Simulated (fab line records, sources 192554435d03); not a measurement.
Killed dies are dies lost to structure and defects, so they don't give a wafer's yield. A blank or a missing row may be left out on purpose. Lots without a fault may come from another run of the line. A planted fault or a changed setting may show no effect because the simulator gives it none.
Split-lot experiment | flow n5_finfet | 7 lots, 21 wafers read, on a route of 1938 steps

THE SPLIT
At N5_PASSIVATION_EXPOSE_07 (exposes mask TV, defocus 0 nm, target cd 3000 nm), the setting dose_mj was moved away from the recipe's 22.75 on 8 of the 21 wafers read, by -6.9% to +6.3%. The other wafers ran this setting at the recipe's value.

FROM THE SPLIT TO THE READING: what the file shows between them, 3 steps
- N5_PASSIVATION_PEB_08
- N5_PASSIVATION_DEVELOP_09: develop time 60 s
- N5_PASSIVATION_HARDBAKE_11: time 120 s

THE READING
cd_nm, in nm, at N5_PASSIVATION_CD_MEAS_10 (target cd 3000 nm). Fault-free wafers of this fab line usually give 3000.1 nm, standard deviation 1.7 nm.

wafer  | tool, chamber at the split | dose_mj as run | against the recipe | cd_nm, nm | against lot-mates on the recipe
L075.3 | krf_scanner-02, 0          | 23.27          | +2.3%              | 3005.7    | +4.6
L075.4 | krf_scanner-02, 0          | 23.27          | +2.3%              | 3005.5    | +4.4
L075.6 | krf_scanner-02, 0          | 22.75          | recipe             | 3001.1    | -
L076.2 | krf_scanner-02, 0          | 22.75          | recipe             | 2999.1    | -
L076.3 | krf_scanner-02, 0          | 24.19          | +6.3%              | 3012.5    | +12.8
L076.5 | krf_scanner-02, 0          | 22.75          | recipe             | 3000.4    | -
L078.3 | krf_scanner-02, 0          | 24.03          | +5.6%              | 3012.0    | +14.8
L078.4 | krf_scanner-02, 0          | 22.75          | recipe             | 2996.5    | -
L078.6 | krf_scanner-02, 0          | 22.75          | recipe             | 2998.0    | -
L081.1 | krf_scanner-02, 0          | 21.43          | -5.8%              | 2987.9    | -12.4
L081.2 | krf_scanner-02, 0          | 22.75          | recipe             | 3000.3    | -
L081.5 | krf_scanner-02, 0          | 22.75          | recipe             | 3000.3    | -
L086.1 | krf_scanner-01, 0          | 22.75          | recipe             | 3004.2    | -
L086.2 | krf_scanner-01, 0          | 22.75          | recipe             | 3002.2    | -
L086.4 | krf_scanner-01, 0          | 22.75          | recipe             | 3003.6    | -
L087.1 | krf_scanner-01, 0          | 21.17          | -6.9%              | 2983.8    | -17.1
L087.3 | krf_scanner-01, 0          | 22.75          | recipe             | 3000.9    | -
L087.4 | krf_scanner-01, 0          | 21.17          | -6.9%              | 2984.6    | -16.3
L096.3 | krf_scanner-02, 0          | 24.15          | +6.2%              | 3014.5    | +13.2
L096.4 | krf_scanner-02, 0          | 22.75          | recipe             | 3000.7    | -
L096.5 | krf_scanner-02, 0          | 22.75          | recipe             | 3002.0    | -

THE FIT
A straight line over all 21 wafers: cd_nm changes by +2.2 nm for each +1% of dose_mj; r = +0.98; the points scatter about the line by 1.8 nm.
The same after taking each lot's own level away (the mean of its wafers on the recipe; 21 wafers): +2.28 nm for each +1%; r = +0.99; scatter 0.9 nm.
On that fit, the largest move of dose_mj shifts the reading by 16 nm.
The lots' own levels span 2997.25 to 3003.33 nm, that is 3.6 times the standard deviation above.
So the lot-to-lot level changes the slope little: the two slopes agree.
Check: with one of the wafers moved furthest among these (-6.9%) left out of the fit, the line predicts -15.6 nm for it against its lot-mates. It came out at -17.1 nm against them.

OTHER SPLITS ON THESE WAFERS
These wafers also went through other splits before the reading. Each is held against what the fit with the lots' levels taken away leaves over:
other split on the same wafers    | wafers away from the commonest value | r with cd_nm (lot level and that fit taken away)
N5_BEOL_M13_ETCH_59 time_s        | 5                                    | -0.34
N5_BEOL_M14_TRENCH_ETCH_34 time_s | 5                                    | +0.05
N5_BEOL_M14_DEP_53 time_s         | 5                                    | -0.13
N5_BEOL_M15_EXPOSE_07 dose_mj     | 6                                    | +0.05

THE WHOLE CHAIN: every reading that the file lists as answering this split, in the file's order
step                      | what it does             | reading                                                         | change (the file's fit)              | r (the file's)
N5_PASSIVATION_CD_MEAS_10 | target cd 3000 nm        | cd_nm                                                           | +2.25 nm for each +1% of the setting | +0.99
N5_PASSIVATION_DESCUM_12  | chemistry O2, time 7.9 s | TV_LITHO.cd_nm (the simulator's own value, which no gauge read) | +2.26 nm for each +1% of the setting | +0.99

THE FILE'S OWN FIT
cd_nm changes by +2.25 nm for each +1% of dose_mj, r = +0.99.
